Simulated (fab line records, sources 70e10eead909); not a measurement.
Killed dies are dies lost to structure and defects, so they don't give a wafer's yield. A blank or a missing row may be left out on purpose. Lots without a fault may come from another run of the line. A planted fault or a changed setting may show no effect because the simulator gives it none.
fab line records | flow nand_harc
record lots=13 wafers=39 last_day=33
route steps=1302 shown A_SLIT@933 A_WL_FILL@956 END@1302
lots that met no fault: from a run of the same line without faults
start_h: hours from the record's first day to the start of the lot's first wafer shown | wait_h: hours since the lot's step before | " the same as in the row above | L1.1+2: a row that stands for several wafers | - no value, or no start given | * or withheld: withheld | < > ~ a bound
route shown NAME@n: a module of which the file shows steps, and the number in the route of the first | usual: mean/standard deviation of fault-free wafers | same: alike in all rows | chamber/n: place in a boat | sites: the reading at each site | _std_site: their standard deviation | _edge_site: outer sites' mean less inner sites' | radius_mm: how far each site lies from the wafer's centre | mask NAME#n: copy n | behind: the tool/chamber that last shaped the wafer | hold: why the lot was held/for how many hours/how that ended | device: the transistor (n, p or np) that didn't switch | end of line: the same wafers' tests at the end of the route | a step without rows: its recipe alone | killed: dies lost to structure and defects at the first sort, not the wafer's yield | map: a wafer's dies, x killed, . not, _ none there
set.NAME: the setting as run; set.NAME@STEP: as run at that earlier step | model.NAME: the simulator's own value behind a step, which no gauge read
steps of the route over a sample of lots; a table a step, a row a wafer
services: from which hour (start_h, from the record's first day; less than 0 if before it) a tool's chamber was out of use, for how many hours, and why
## steps
# step NHARC_A_SLIT_CD_MEAS_09
# recipe target_cd_nm=300 landing_energy_ev=500
# usual cd_nm=300.0/0.49
# columns lot.wafer tool chamber start_h wait_h cd_nm
L165.1 cd_sem-03 0 439.99 - 300.4
L165.2 " 0 " " 300.8
L165.4 " 0 " " 300.7
L167.1 cd_sem-01 0 466.75 - 299.0
L167.2 " 0 " " 299.0
L167.5 " 0 " " 299.1
L168.2 cd_sem-03 0 466.91 - 299.5
L168.3 " 0 " " 300.5
L168.6 " 0 " " 301.1
L170.2 cd_sem-03 0 498.96 - 298.6
L170.5 " 0 " " 299.5
L170.6 " 0 " " 299.9
L177.3 cd_sem-03 0 574.26 - 300.6
L177.5 " 0 " " 300.3
L177.6 " 0 " " 299.7
L178.1 cd_sem-02 0 597.09 - 300.3
L178.2 " 0 " " 299.7
L178.6 " 0 " " 300.2
L182.3 cd_sem-01 0 624.33 - 299.7
L182.4 " 0 " " 299.8
L182.6 " 0 " " 300.1
L184.1 cd_sem-03 0 638.18 - 300.1
L184.2 " 0 " " 299.7
L184.3 " 0 " " 299.6
L185.1 cd_sem-03 0 641.22 - 299.6
L185.2 " 0 " " 299.8
L185.4 " 0 " " 299.3
L183.1 cd_sem-03 0 641.65 - 300.7
L183.2 " 0 " " 299.7
L183.3 " 0 " " 299.7
L186.2 cd_sem-03 0 651.23 - 299.8
L186.3 " 0 " " 299.5
L186.6 " 0 " " 299.8
L188.2 cd_sem-03 0 668.45 - 299.8
L188.3 " 0 " " 300.1
L188.6 " 0 " " 299.5
L187.1 cd_sem-03 0 668.74 - 299.7
L187.2 " 0 " " 300.3
L187.6 " 0 " " 300.3
# step NHARC_A_SLIT_STRIP_18
# recipe o2_flow_sccm=500 ar_flow_sccm=0 bias_w=0 chemistry=O2
# usual drypump_motor_current_A=6.0/0.57 oes_product_au=1.000/0.01 rf_vpp_V=57.9/0.9 showerhead_plenum_p_Torr=3.58/0.13 throttle_valve_pct=17.036/0.0093
# same bias_w=0
# columns lot.wafer tool chamber start_h wait_h drypump_motor_current_A oes_product_au rf_hours_counter_h rf_vpp_V showerhead_plenum_p_Torr throttle_valve_pct
L165.4 rie_diel-07 0 - - 6.0 0.996 8 57.5 3.41 17.037
L165.1 " 1 " " 6.3 1.004 8 57.5 3.77 17.034
L165.2 " 3 " " 5.7 0.992 10 57.4 3.33 17.051
L167.2 rie_diel-08 3 - - 5.1 1.019 7 58.8 3.50 17.034
L167.1 " 1 " " 5.6 1.010 6 59.2 3.68 17.036
L167.5 " 3 " " 5.1 1.019 - 57.6 3.50 17.033
L168.3 rie_diel-11 3 - - 6.4 0.984 2 56.7 3.44 17.018
L168.2 " 0 " " 5.6 1.005 2 57.5 3.51 17.032
L168.6 " 2 " " 6.5 0.992 - 59.0 3.65 17.055
L170.2 rie_diel-08 2 - - 6.8 1.015 8 58.4 3.76 17.045
L170.5 " 3 " " 5.1 1.028 - 58.3 3.50 17.034
L170.6 " 0 " " 6.0 1.005 - 58.4 3.70 17.038
L177.3 rie_diel-11 0 - - 5.5 1.007 7 58.5 3.51 17.019
L177.6 " 1 " " 6.8 1.016 - 58.5 3.65 17.039
L177.5 " 2 " " 6.5 0.990 - 59.0 3.65 17.039
L178.2 rie_diel-11 3 - - 6.4 0.992 9 57.2 3.43 17.026
L178.1 " 0 " " 5.6 1.003 8 58.8 3.51 17.030
L178.6 " 1 " " 6.8 0.993 - 59.4 3.65 17.038
L182.4 rie_diel-11 1 - - 6.8 1.011 1 57.3 3.65 17.035
L182.3 " 3 " " 6.4 1.008 1 59.3 3.43 17.024
L182.6 " 0 " " 5.6 1.000 - 57.0 3.51 17.035
L184.3 rie_diel-11 2 - - 6.5 1.015 2 58.5 3.64 17.043
L184.1 " 3 " " 6.4 1.009 2 58.2 3.43 17.026
L184.2 " 0 " " 5.5 1.011 2 58.7 3.51 17.047
L185.1 rie_diel-08 2 - - 6.8 1.003 7 59.5 3.76 17.026
L185.4 " 3 " " 5.0 1.000 7 56.7 3.50 17.036
L185.2 " 0 " " 6.0 1.013 6 59.1 3.69 17.030
L183.3 rie_diel-07 2 - - 5.2 1.005 7 56.8 3.52 17.039
L183.1 " 0 " " 6.0 1.016 10 58.0 3.40 17.043
L183.2 " 1 " " 6.3 1.006 9 58.3 3.76 17.050
L186.3 rie_diel-08 1 - - 5.5 0.987 6 56.9 3.67 17.035
L186.2 " 0 " " 5.9 0.999 6 59.5 3.69 17.051
L186.6 " 2 " " 6.8 0.997 - 59.6 3.76 17.036
L188.3 rie_diel-08 3 - - 5.1 1.001 9 58.6 3.50 17.044
L188.2 " 2 " " 6.8 1.007 10 57.7 3.75 17.037
L188.6 " 3 " " 5.1 1.000 - 58.0 3.50 17.041
L187.1 rie_diel-07 0 - - 6.0 0.996 0 56.8 3.40 17.047
L187.2 " 2 " " 5.2 0.994 0 58.3 3.52 17.031
L187.6 " 2 " " 5.2 0.983 - 57.0 3.52 17.041
# step NHARC_A_WL_FILL_CVD_03
# recipe target_thk_a=400 temp_c=300 pressure_torr=40 wf6_flow_sccm=40 h2_flow_sccm=1600 ar_flow_sccm=1560 time_s=279 material=W
# usual chamber_pressure_Torr=39.98/0.087 heater_power_outer_w=279/35 heater_power_w=478/56 mfc_h2_sccm=1599/5.3 throttle_valve_pct=8.04/0.18
# columns lot.wafer tool chamber start_h wait_h chamber_pressure_Torr heater_power_outer_w heater_power_w mfc_h2_sccm throttle_valve_pct
L165.1 cvd_w-01 0 454.94 0.7 39.95 295 455 1601 8.02
L165.2 " 1 " " 39.94 239 430 1603 7.84
L165.4 " 0 " " 39.97 281 444 1601 7.84
L167.2 cvd_w-01 1 480.74 0.1 39.99 246 433 1610 7.88
L167.1 " 0 " " 40.02 283 458 1602 7.90
L167.5 " 0 " " 39.87 294 449 1602 8.14
L168.2 cvd_w-01 0 481.10 0.4 40.01 285 459 1598 7.98
L168.3 " 0 " " 40.07 289 463 1600 7.86
L168.6 " 1 " " 39.87 236 419 1604 8.30
L170.2 cvd_w-01 1 513.10 0.1 40.08 246 425 1608 8.19
L170.6 " 0 " " 39.93 292 462 1604 8.01
L170.5 " 1 " " 40.00 244 425 1608 8.03
L177.3 cvd_w-01 0 590.02 0.2 - - - - -
L177.5 " 1 " " - - - - -
L177.6 " 0 " " - - - - -
L178.1 cvd_w-02 1 612.17 0.1 - - - - -
L178.2 " 0 " " - - - - -
L178.6 " 0 " " - - - - -
L182.3 cvd_w-01 0 638.61 0.2 40.01 308 479 1605 7.99
L182.4 " 1 " " 39.95 224 414 1599 8.15
L182.6 " 1 " " 40.07 224 411 1597 7.92
L184.2 cvd_w-01 0 652.29 0.1 39.82 301 474 1586 8.08
L184.1 " 1 " " 39.94 225 408 1597 8.33
L184.3 " 1 " " 40.02 225 400 1593 8.19
L185.1 cvd_w-01 1 655.32 0.1 40.01 233 404 1597 8.39
L185.2 " 0 " " 39.95 301 478 1599 7.87
L185.4 " 1 " " 40.11 231 417 1598 8.14
L183.1 cvd_w-02 0 655.40 0.1 39.98 275 488 1596 7.79
L183.2 " 1 " " 39.90 315 555 1603 8.07
L183.3 " 1 " " 39.83 312 555 1596 8.15
L186.2 cvd_w-01 1 666.38 0.1 40.02 225 407 1604 8.29
L186.3 " 0 " " 39.84 301 482 1589 7.78
L186.6 " 1 " " 40.13 226 415 1600 8.49
L187.2 cvd_w-02 0 682.56 0.1 40.02 271 476 1600 7.81
L187.1 " 1 " " 40.03 320 540 1605 8.19
L187.6 " 1 " " 39.96 310 538 1605 7.97
L188.2 cvd_w-01 0 682.80 0.1 39.96 304 460 1604 7.93
L188.3 " 1 " " 40.03 228 413 1598 8.37
L188.6 " 1 " " 40.11 230 414 1598 8.38
# step NHARC_A_WL_FILL_ALD_10
# recipe target_thk_a=500 pulse_time_s=10 ald_cycles=500 temp_c=300 material=SiO2
# usual heater_power_w=485/39 precursor_pulse_height_rel=1.001/0.021
# same ald_cycles=500
# columns lot.wafer tool chamber start_h wait_h heater_power_w precursor_pulse_height_rel
L165.1 ald_hk-04 2 460.30 0.1 505 1.000
L165.2 " 0 461.33 1.1 489 1.005
L165.4 " 1 " " 494 1.019
L168.3 ald_hk-04 1 487.46 0.1 482 1.011
L168.2 " 0 489.01 1.6 509 1.004
L168.6 " 2 490.05 2.6 522 1.019
L167.1 ald_hk-03 2 487.96 0.6 509 0.988
L167.2 " 3 " " 456 0.993
L167.5 " 2 490.00 2.6 525 0.982
L170.2 ald_hk-02 1 522.27 1.6 515 1.005
L170.6 " 2 " " 466 1.031
L170.5 " 3 " " 406 0.982
L177.3 ald_hk-03 1 597.43 4.1 587 1.007
L177.5 " 3 601.49 8.2 493 0.979
L177.6 " 0 603.52 10.2 476 0.993
L178.1 ald_hk-02 1 618.82 1.1 533 1.011
L178.2 " 2 " " 488 0.962
L178.6 " 3 " " 421 1.020
L182.3 ald_hk-04 0 645.13 0.6 458 1.038
L182.4 " 2 646.17 1.6 497 1.011
L182.6 " 3 " " 454 1.010
L184.1 ald_hk-02 2 661.45 1.1 485 1.016
L184.2 " 3 " " 422 0.985
L184.3 " 0 " " 458 0.999
L185.2 ald_hk-04 3 663.08 2.7 460 0.958
L185.1 " 0 " " 478 1.009
L185.4 " 2 664.66 4.3 493 0.985
L183.1 ald_hk-03 1 664.19 3.8 574 1.000
L183.2 " 2 " " 467 1.025
L183.3 " 0 665.73 5.4 478 1.020
L186.2 ald_hk-04 3 676.53 1.1 460 1.008
L186.3 " 0 " " 475 0.975
L186.6 " 2 678.05 2.6 494 0.985
L188.3 ald_hk-02 3 688.52 0.0 429 1.030
L188.2 " 1 689.58 1.1 548 1.001
L188.6 " 0 691.17 2.7 459 1.038
L187.2 ald_hk-03 3 688.52 0.1 496 0.973
L187.1 " 1 689.54 1.1 574 0.987
L187.6 " 3 690.56 2.1 495 1.011
# step NHARC_END_SORT_01
# recipe temp_c=25
# usual killed_at_array=55/20 killed_at_other=1.1/1.2 killed_at_periphery=3.8/2.8 killed_dies=60/19 killed_open=3.4/1.9 killed_short=2.2/1.5
# same gross_dies=677
# columns lot.wafer tool chamber start_h wait_h killed_at_array killed_at_other killed_at_periphery killed_dies killed_open killed_short
L177.3 prober-01 0 693.82 3.1 675 1 1 677 3 3
L177.5 prober-01 0 695.41 3.7 675 0 2 677 4 3
L177.6 prober-01 0 696.20 4.0 672 0 5 677 2 1
L178.1 prober-01 0 713.01 2.5 674 0 3 677 2 2
L178.2 prober-01 0 713.82 2.8 672 1 4 677 5 4
L178.6 prober-01 0 717.07 4.1 676 0 1 677 3 3
L185.1 prober-01 0 751.88 2.5 65 1 6 72 6 1
L185.2 prober-01 0 752.69 2.8 66 1 7 74 5 1
L185.4 prober-01 0 754.31 3.4 58 2 8 68 6 3
# killed by level:class
L177.3 A_WL_FILL:area_cvd=649 A_CHANNEL_HOLE_D1:chamber_film_flake=6 A_CONTACT:chamber_film_flake=6 A_SLIT:chamber_film_flake=4 A_STAIRCASE:chamber_film_flake=2 P_M1:geometric_particle:short=1 A_ONON_D2:geometric_particle:short=1 A_CHANNEL_FILL_D2:geometric_particle:open=1
L177.5 A_WL_FILL:area_cvd=654 A_CHANNEL_HOLE_D1:chamber_film_flake=5 A_CONTACT:chamber_film_flake=5 A_STAIRCASE:chamber_film_flake=4 P_GATE:geometric_particle:open=1 P_M2:geometric_particle:open=1 A_ONON_D1:geometric_particle:short=1 A_ONON_D1:geometric_particle:open=1
L177.6 A_WL_FILL:area_cvd=652 A_CHANNEL_HOLE_D1:chamber_film_flake=5 A_STAIRCASE:chamber_film_flake=5 A_SLIT:chamber_film_flake=3 P_CONTACT:chamber_film_flake=2 A_CHANNEL_HOLE_D2:chamber_film_flake=2 A_CHANNEL_FILL_D2:chamber_film_flake=2 P_GATE:geometric_particle:open=1
L178.1 A_WL_FILL:area_cvd=631 A_CHANNEL_HOLE_D2:chamber_film_flake=19 A_CHANNEL_HOLE_D1:chamber_film_flake=13 A_STAIRCASE:chamber_film_flake=3 A_CONTACT:chamber_film_flake=2 A_ONON_D2:geometric_particle:short=1 A_WL_FILL:geometric_particle:short=1 A_BLC:geometric_particle:open=1
L178.2 A_WL_FILL:area_cvd=629 A_CHANNEL_HOLE_D2:chamber_film_flake=22 A_CHANNEL_HOLE_D1:chamber_film_flake=6 A_CONTACT:chamber_film_flake=4 P_M0:geometric_particle:open=2 A_CHANNEL_FILL_D1:geometric_particle:short=2 A_ONON_D2:geometric_particle:open=2 A_CHANNEL_FILL_D2:chamber_film_flake=2
L178.6 A_WL_FILL:area_cvd=622 A_CHANNEL_HOLE_D2:chamber_film_flake=24 A_CHANNEL_HOLE_D1:chamber_film_flake=11 A_CONTACT:chamber_film_flake=6 A_SLIT:chamber_film_flake=5 A_DECK1_JOINT:geometric_particle:short=2 A_ONON_D1:geometric_particle:open=1 A_CHANNEL_HOLE_D1:geometric_particle:short=1
L185.1 A_SLIT:chamber_film_flake=24 A_CHANNEL_HOLE_D2:chamber_film_flake=16 A_CHANNEL_HOLE_D1:chamber_film_flake=9 A_CONTACT:chamber_film_flake=8 P_M0:chamber_film_flake=3 P_CONTACT:geometric_particle:open=1 P_M1:geometric_particle:open=1 A_ONON_D1:geometric_particle:short=1
L185.2 A_SLIT:chamber_film_flake=20 A_CHANNEL_HOLE_D2:chamber_film_flake=17 A_CHANNEL_HOLE_D1:chamber_film_flake=8 A_CONTACT:chamber_film_flake=7 A_STAIRCASE:chamber_film_flake=6 P_M0:chamber_film_flake=5 A_M0:geometric_particle:open=2 A_CHANNEL_FILL_D1:chamber_film_flake=2
L185.4 A_SLIT:chamber_film_flake=21 A_CHANNEL_HOLE_D2:chamber_film_flake=15 A_CHANNEL_HOLE_D1:chamber_film_flake=10 P_M0:chamber_film_flake=4 A_M0:geometric_particle:open=3 A_WL_FILL:geometric_particle:short=2 P_GATE:chamber_film_flake=2 A_CONTACT:chamber_film_flake=2
## services
# columns tool chamber start_h hours kind
rie_diel-11 - 423.34 0.9 repair
rie_diel-11 - 432.50 9.0 pm
ald_hk-04 - 433.76 10.0 pm
rie_diel-07 0 437.49 3.0 repair
cvd_w-02 - 450.00 13.0 pm
rie_diel-07 - 471.20 9.0 pm
cvd_w-02 - 472.98 0.3 repair
rie_diel-08 1 486.17 3.1 repair
cvd_w-02 1 506.25 3.7 repair
rie_diel-07 2 509.15 8.3 repair
rie_diel-11 3 526.15 14.8 repair
ald_hk-02 - 528.31 10.0 pm
cvd_w-02 - 531.83 2.5 repair
rie_diel-08 - 544.81 9.0 pm
cvd_w-01 - 547.08 13.0 pm
ald_hk-03 - 568.44 10.0 pm
rie_diel-08 0 579.45 3.8 repair
ald_hk-02 - 592.07 1.8 repair
rie_diel-11 - 609.50 9.0 pm
ald_hk-04 - 613.29 10.0 pm
rie_diel-08 1 615.17 13.5 repair
cvd_w-02 - 631.00 13.0 pm
ald_hk-02 - 653.83 0.6 repair
cvd_w-01 1 685.37 19.7 repair
## key
first_sign step=NHARC_A_WL_FILL_CVD_03 reading=tool_record direction=missing
effect step=NHARC_END_SORT_01 reading=killed_dies direction=up sigmas=32 usual=60 struck=677
more_kills_born_at NHARC_A_WL_FILL_CVD_03@cvd_w-01=1955 NHARC_A_WL_FILL_CVD_03@cvd_w-02=1882
met_at NHARC_A_WL_FILL_CVD_03
struck_lots L177,L178
later_rows_left_out L177.3,L177.5,L177.6,L178.1,L178.2,L178.6
tester_left_out L177,L178
not_acting_at NHARC_A_SLIT_CD_MEAS_09,NHARC_A_SLIT_STRIP_18,NHARC_A_WL_FILL_ALD_10
onset_between 513.10 590.02
fault kind=skipped_step_whole tool=cvd_w-01,cvd_w-02 chamber=- onset_h=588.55 steps=NHARC_A_WL_FILL_CVD_03 scope=struck_lots_only
# tester_left_out: of these lots the tester's yield and bins aren't shown, on N5 and GAA mostly nor the transistor test; their killed dies are dies lost to structure and defects alone, not to doping, threshold or leakage, so they don't give the yield
# later_rows_left_out: the simulator's readings of these wafers behind a module that went badly wrong aren't trusted and aren't shown, but for the sort
